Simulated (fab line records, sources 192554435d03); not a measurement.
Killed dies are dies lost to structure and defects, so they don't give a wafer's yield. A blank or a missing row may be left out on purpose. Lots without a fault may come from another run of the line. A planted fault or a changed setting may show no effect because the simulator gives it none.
A struck lot beside a sound one | flow n5_finfet | 37 steps out of a route of 1938
Sound: wafers L659.3, L659.4. Struck: wafer L670.2. (L670.1, L670.4 of the same lot were not struck and are left out.) The cause comes at the end.
At each step with rows: each side's tool, then ch and its chambers, then its first start. Under that, the readings that differ: sound wafers | struck wafers | difference of the means | sigmas: that difference in standard deviations of wafers without a fault.
alike: readings whose means differ by less than 2 such deviations, and words and numbers that are the same on both sides. not compared: withheld readings, readings that some wafer has no value for, bounds like >300 that may hide the same value, and numbers for which the record gives no deviation and whose values overlap.
The two part at a step that has a row with sigmas, a row that says differs or no value, or rows on one side only. Numbers that don't overlap but have no deviation are shown without sigmas and don't part them. A reading that every wafer of one side lacks parts them only if that side has two wafers or more.

N5_BEOL_M4_ANNEAL_87: time 240 s.
  sound on pvd_sputter-03, day 9 20:32; struck on pvd_sputter-01, day 12 18:52
  alike: heater_power_w
N5_BEOL_M4_SPUTTER_88: material Cu, target thk 4.5 nm, time 8.29 s.
  sound on pvd_sputter-03, day 9 20:40; struck on pvd_sputter-01, day 12 19:00
  alike: throttle_valve_pct
then, 2 steps without rows for these wafers: N5_BEOL_M4_ANNEAL_89 (time 240 s); N5_BEOL_M4_SPUTTER_90 (material Cu, target thk 4.5 nm, time 8.29 s).
N5_BEOL_M4_ANNEAL_91: time 240 s.
  sound on pvd_sputter-03, day 9 20:58; struck on pvd_sputter-01, day 12 19:18
  alike: heater_power_w
then, 4 steps without rows for these wafers: N5_BEOL_M4_SPUTTER_92 (material Cu, target thk 4.5 nm, time 8.29 s); N5_BEOL_M4_ANNEAL_93 (time 240 s); N5_BEOL_M4_SPUTTER_94 (material Cu, target thk 4.5 nm, time 8.29 s); N5_BEOL_M4_ANNEAL_95 (time 240 s).
N5_BEOL_M4_SPUTTER_96: material Cu, target thk 4.5 nm, time 8.29 s.
  sound on pvd_sputter-03, day 9 21:33; struck on pvd_sputter-01, day 12 19:53
  alike: throttle_valve_pct
then, 2 steps without rows for these wafers: N5_BEOL_M4_ECD_50 (material Cu, target thk 300 nm); N5_BEOL_M4_ANNEAL_51 (time 90 s).
N5_BEOL_M4_CMP_52: polishes, stops on SiOC, t overpolish 6.8 s, target thk 40 nm.
  sound on cmp-04 ch 0,2, day 9 22:03; struck on cmp-01 ch 0, day 12 20:25
  reading              | sound       | struck | difference | sigmas
  overpolish_run_s (s) | 6.785 6.787 | 6.815  | +0.029     | +3
  alike: barrier_field_endpoint_s, motor_current_A, time_to_endpoint_s
then, 4 steps without rows for these wafers: N5_BEOL_M4_PRE_CLEAN_60 (time 15 s); N5_BEOL_M4_CO_CAP_55 (material Co, precursor CCTBA/H2, target thk 2 nm, time 102.1 s); N5_BEOL_M4_PRE_CLEAN_56 (time 15 s); N5_BEOL_M4_DEP_57 (deposits SiCN from 3MS/NH3, target thk 8 nm, time 14 s).
N5_BEOL_M4_INSPECT_59: inspects for defects (darkfield).
  sound on defect_inspect-02, day 9 22:38; struck on defect_inspect-02, day 12 20:58
  reading          | sound | struck | difference | sigmas
  raw_defect_count | 73 78 | 1403   | +1328      | +58
then, 2 steps without rows for these wafers: N5_BEOL_M5_ILD_DEP_00 (deposits SiCOH lowk from DEMS/porogen, target thk 140.64 nm, time 25.9 s); N5_BEOL_M5_CURE_79 (cures SiCOH lowk, time 240 s).
N5_BEOL_M5_THK_MEAS_01:
  sound on film_metro-02, day 10 00:40; struck on film_metro-02, day 12 22:31
  alike: M5_ILD_THK
then, 1 step without rows for these wafers: N5_BEOL_M5_PECVD_70 (deposits SiO2 from TEOS/O2, target thk 16 nm, time 18 s).
N5_BEOL_M5_HM_DEP_02: deposits TiN, target thk 20 nm.
  sound on pvd_sputter-03, day 10 01:33; struck on pvd_sputter-01, day 12 23:18
  alike: throttle_valve_pct
then, 9 steps without rows for these wafers: N5_BEOL_M5_COAT_59 (time 60 s, resist thk 60 nm); N5_BEOL_M5_COAT_60 (time 60 s, resist thk 12 nm); N5_BEOL_M5_COAT_71 (time 60 s, resist thk 5 nm); N5_BEOL_M5_COAT_05 (resist thk 30 nm); N5_BEOL_M5_EBR_07; N5_BEOL_M5_SOFTBAKE_06 (time 60 s); N5_BEOL_M5_EXPOSE_08 (exposes mask M5, target cd 28 nm); N5_BEOL_M5_PEB_09 (peb time 60 s); N5_BEOL_M5_DEVELOP_10 (develop time 30 s).
N5_BEOL_M5_CD_MEAS_11: target cd 27.74 nm.
  sound on cd_sem-01 ch 0, day 10 02:04; struck on cd_sem-03 ch 0, day 12 23:49
  alike: cd_nm
N5_BEOL_M5_OVL_MEAS_12:
  sound on overlay-02 ch 0, day 10 02:07; struck on overlay-01 ch 0, day 12 23:51
  alike: M5_OVL
N5_BEOL_M5_INSPECT_13: inspects for defects (brightfield).
  sound on defect_inspect-02, day 10 02:10; struck on defect_inspect-02, day 12 23:59
  reading          | sound   | struck | difference | sigmas
  raw_defect_count | 466 531 | 1795   | +1296      | +13
then, 1 step without rows for these wafers: N5_BEOL_M5_DESCUM_16 (chemistry O2, time 7 s).
-- the record jumps here: 5 days lie between the struck wafers' starts before and after (it left off in module BEOL_M5 and takes up again in module PASSIVATION, whose first step shown is number 1936 of the route) --
N5_PASSIVATION_PROBE_49:
  the record has rows for the struck wafers here (prober-01, day 17 13:58) and none for the sound ones

WHERE THEY PART
First at N5_BEOL_M4_CMP_52; last, within this record, at N5_PASSIVATION_PROBE_49.

WHY: what the simulator had put in
Chamber particle source: cmp-01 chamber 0, from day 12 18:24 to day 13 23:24, at N5_BEOL_M4_CMP_52. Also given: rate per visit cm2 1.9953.
